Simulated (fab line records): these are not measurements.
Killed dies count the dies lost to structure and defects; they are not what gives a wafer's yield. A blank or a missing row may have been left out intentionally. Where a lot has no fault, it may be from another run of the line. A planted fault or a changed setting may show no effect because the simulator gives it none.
Struck lot and sound lot, side by side | flow n5_finfet | 35 out of 1938 route steps
Sound: these wafers, L696.1, L696.2, L696.5. Struck: wafers L701.1, L701.4, L701.5. The cause is given at the end.
At each step with rows: each side's tool, then ch and its chambers, then its first start. Under that, the readings that differ: sound wafers | struck wafers | difference of the means | sigmas: that difference in standard deviations of wafers without a fault.
alike: readings whose means differ by less than 2 such deviations, and words and numbers that are the same on both sides. not compared: withheld readings, readings that some wafer has no value for, bounds like >300 that may hide the same value, and numbers for which the record gives no deviation and whose values overlap.
Wherever a step has rows on one side only, a row that says differs or no value, or a row with sigmas, the two part there. Numbers that don't overlap but have no deviation are shown without sigmas and don't part them. Lack of a reading on every wafer of one side parts them only where that side has two or more wafers.

first, 11 steps without rows for these wafers: N5_BEOL_M10_HM_STRIP_39 (strips TiN in peroxide tin strip, target depth 25 nm, time 158 s); N5_BEOL_M10_SRD_40 (time 30 s); N5_BEOL_M10_PRECLEAN_42 (cleans in residue remover, time 60 s); N5_BEOL_M10_SRD_43 (time 30 s); N5_BEOL_M10_CURE_72 (cures SiCOH lowk, time 120 s); N5_BEOL_M10_DEGAS_44 (time 60 s); N5_BEOL_M10_PRE_CLEAN_45 (time 30 s); N5_BEOL_M10_ALD_74 (deposits TaN, target thk 2 nm, pulse time 2 s, purge time 3 s); N5_BEOL_M10_SURFACE_TREAT_76; N5_BEOL_M10_CVD_75 (deposits Co from CCTBA/H2, target thk 2 nm, time 138.9 s); N5_BEOL_M10_SPUTTER_48 (material Cu, target thk 12 nm, time 2 s).
N5_BEOL_M10_ECD_50: material Cu, target thk 318 nm.
  sound on ecd_cu-01 ch 0,1, day 10 11:08; struck on ecd_cu-01 ch 0,1, day 11 18:48
then, 22 steps without rows for these wafers: N5_BEOL_M10_ANNEAL_51 (time 90 s); N5_BEOL_M10_CMP_52 (polishes, stops on SiCOH lowk, t overpolish 7 s, target thk 140 nm); N5_BEOL_M10_PRE_CLEAN_55 (time 15 s); N5_BEOL_M10_DEP_56 (deposits SiCN from 3MS/NH3, target thk 15 nm, time 26.5 s); N5_BEOL_M11_ILD_DEP_00 (deposits SiCOH lowk from DEMS/porogen, target thk 308.51 nm, time 58 s); N5_BEOL_M11_CURE_71 (cures SiCOH lowk, time 240 s); N5_BEOL_M11_PECVD_70 (deposits SiO2 from TEOS/O2, target thk 20 nm, time 22.7 s); N5_BEOL_M11_HM_DEP_02 (deposits TiN, target thk 20 nm); N5_BEOL_M11_COAT_59 (time 60 s, resist thk 100 nm); N5_BEOL_M11_COAT_60 (time 60 s, resist thk 30 nm); N5_BEOL_M11_COAT_05 (resist thk 90 nm); N5_BEOL_M11_EBR_07; N5_BEOL_M11_SOFTBAKE_06 (time 60 s); N5_BEOL_M11_EXPOSE_08 (exposes mask M11); N5_BEOL_M11_PEB_09 (peb time 60 s); N5_BEOL_M11_DEVELOP_10 (develop time 30 s); N5_BEOL_M11_DESCUM_16 (chemistry O2, time 7.9 s); N5_BEOL_M11_ETCH_61 (etches SiARC in CF4, target depth 39 nm, time 65 s); N5_BEOL_M11_ETCH_62 (etches SOC in N2/H2, target depth 110 nm, overetch 22 nm, time 165 s); N5_BEOL_M11_STRIP_68 (strips in N2/H2); N5_BEOL_M11_STRIP_67 (strips in CF4); N5_BEOL_M11_HM_OPEN_17 (chemistry Cl2/BCl3, target TiN, target depth 20 nm, overetch 6 nm).
N5_PASSIVATION_PROBE_49:
  the record has rows for the struck wafers here (prober-01, day 13 13:59) and none for the sound ones

## WHERE THEY PART
Only at N5_PASSIVATION_PROBE_49, within this record.

WHY: what the simulator had put in
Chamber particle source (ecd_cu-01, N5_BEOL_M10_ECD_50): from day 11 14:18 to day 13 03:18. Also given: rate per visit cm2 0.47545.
